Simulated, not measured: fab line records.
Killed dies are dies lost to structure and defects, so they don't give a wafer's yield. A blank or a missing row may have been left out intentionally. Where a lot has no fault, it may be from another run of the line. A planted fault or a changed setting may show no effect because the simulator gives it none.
Matching of chambers ; flow nand-harc ; NHARC_A_M0_PRE_CLEAN_31 on pecvd-04: 3 sister chambers
The step time 12 s. 3 wafers are shown with their chamber, then 12 later ones without.

## WAFERS PAIRED WITH THEIR CHAMBERS
wafer;chamber;heater-power-outer-w (W)
L081.3;2;304
L089.5;0;298
L089.6;1;366

## WAFERS WITH NO CHAMBER GIVEN
wafer;heater-power-outer-w (W)
L090.1;343
L090.4;329
L090.5;326
L096.2;351
L096.4;344
L096.5;297
L095.2;351
L095.4;355
L095.5;347
L097.1;293
L097.5;372
L097.6;351

## EACH ONE'S CHAMBER
wafer;from the rows above;in truth
L090.1;can't be placed: 1 or 2 or 0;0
L090.4;can't be placed: 2 or 0 or 1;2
L090.5;can't be placed: 2 or 0 or 1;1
L096.2;can't be placed: 1 or 2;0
L096.4;can't be placed: 1 or 2 or 0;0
L096.5;can't be placed: 0 or 2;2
L095.2;can't be placed: 1 or 2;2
L095.4;1;1
L095.5;can't be placed: 1 or 2 or 0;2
L097.1;can't be placed: 0 or 2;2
L097.5;1;1
L097.6;can't be placed: 1 or 2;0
Correctly placed: 2 of 12. Cannot be placed on the basis of these rows: 10; the candidates contain the true chamber in 8. 0 placed wrongly.
How it was worked out, from the rows above alone: a wafer's distance from a chamber is the root of the sum, over the readings, of the square of ((its reading less the chamber's mean) divided by the reading's scatter). The wafer belongs to the nearest chamber; if the next one is less than 2 further off, it can't be placed. Each chamber's mean is taken over the wafers shown for it. The scatter: with one shown wafer a chamber, the root of the mean of the squares of how far each hidden wafer lies from its nearest shown one.
